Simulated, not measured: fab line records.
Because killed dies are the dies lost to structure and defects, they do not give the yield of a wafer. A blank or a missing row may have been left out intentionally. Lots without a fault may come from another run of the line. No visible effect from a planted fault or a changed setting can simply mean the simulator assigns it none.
Struck lot and sound lot, side by side || flow nand harc || 15 steps out of a route of 1159
Sound: wafers L227.3, L227.5, L227.6. Struck: wafer L240.4 (left out: L240.2, L240.5 of the same lot, which were not struck); the cause appears at the end.
Each step with rows lists, per side, the tool, then ch with its chambers, then its first start. Under that, the readings that differ: sound wafers || struck wafers || difference of the means || sigmas: that difference in standard deviations of wafers without a fault.
alike: readings with means less than 2 such deviations apart, plus words and numbers identical on both sides. not compared: withheld readings, readings lacking a value on some wafer, bounds such as >300 that could conceal the same value, and numbers that have no deviation in the record and whose values overlap.
A row with sigmas, a row that says differs or no value, or rows on one side alone: a step with any of these is where the two part. Non-overlapping numbers with no deviation appear without sigmas and do not part them. A reading that every wafer of one side lacks parts them only if that side has two wafers or more.

NHARC_A_M1_INSPECT_11:
  sound on defect inspect-02 at day 20 02:10; struck on defect inspect-02 at day 22 09:08
{"reading": "raw defect count", "sound": "23 21 20", "struck": 74, "difference": "+53", "sigmas": "+4"}
then, 2 steps without rows for these wafers: NHARC_A_M1_DESCUM_14 (chemistry O2, time 3 s); NHARC_A_M1_ETCH_35 (etches the open film in N2/H2, target depth 40 nm, overetch 12 nm, time 43.94 s).
NHARC_A_M1_ETCH_15: etches the open film in C4F8/Ar, target depth 182.5 nm, time 91.2 s.
  sound: rie diel-05 ch 2,3; struck: rie diel-05 ch 3
{"reading": "chamber pressure mTorr (mTorr)", "sound": "25.031 24.942 25.013", "struck": 24.939, "difference": -0.056, "sigmas": -2}
  alike: oes product au, rf vpp V
  not compared: rf hours counter h
NHARC_A_M1_CD_MEAS_16:
  sound on cd sem-02 at day 20 02:32; struck on cd sem-03 at day 22 09:30
  alike: cd nm
NHARC_A_M1_STRIP_18: strips in N2/H2.
  sound on rie diel-11 ch 1,2, day 20 02:36; struck on rie diel-13 ch 1, day 22 09:34
  alike: chamber pressure mTorr, drypump motor current A, oes product au, rf vpp V, showerhead plenum p Torr, throttle valve pct
  not compared: rf hours counter h
then, 2 steps without rows for these wafers: NHARC_A_M1_ETCH_28 (etches the open film in CF4/N2, target depth 30 nm, time 72.99 s); NHARC_A_M1_STRIP_19 (strips in post etch residue remover, time 600 s).
NHARC_A_M1_DEGAS_29: time 60 s.
  sound on pvd sputter-02 at day 20 03:16; struck on pvd sputter-02 at day 22 10:13
  alike: heater power w
NHARC_A_M1_PRE_CLEAN_30: time 30 s.
  sound on pvd sputter-02; struck on pvd sputter-02
  alike: heater power w
NHARC_A_M1_PVD_20: deposits TaN, target thk 5 nm, time 8.06 s.
  sound on pvd sputter-02; struck on pvd sputter-02
  alike: chamber pressure pa, throttle valve pct
then, 1 step without rows for these wafers: NHARC_A_M1_PVD_21 (deposits Cu, target thk 30 nm, time 20.49 s).
NHARC_A_M1_ECD_22: material Cu, target thk 400 nm.
  sound on ecd cu-02 ch 0,1, day 20 03:49; struck on ecd cu-02 ch 0,1, day 22 10:37
then, 1 step without rows for these wafers: NHARC_A_M1_ANNEAL_31 (time 90 s).
NHARC_A_M1_CMP_23: polishes, t overpolish 20 s, target thk 154.34 nm.
  sound on cmp-01 ch 0,1, day 20 04:25; struck on cmp-04 ch 0, day 22 11:23
{"reading": "time to endpoint s (s)", "sound": "31.6 31.2 36.4", "struck": 14.4, "difference": -18.7, "sigmas": -7}
  alike: motor current A, retaining ring pressure frac

== WHERE THEY PART ==
Last at NHARC_A_M1_CMP_23 as far as this record goes, first at NHARC_A_M1_INSPECT_11.

WHY: what the simulator had put in
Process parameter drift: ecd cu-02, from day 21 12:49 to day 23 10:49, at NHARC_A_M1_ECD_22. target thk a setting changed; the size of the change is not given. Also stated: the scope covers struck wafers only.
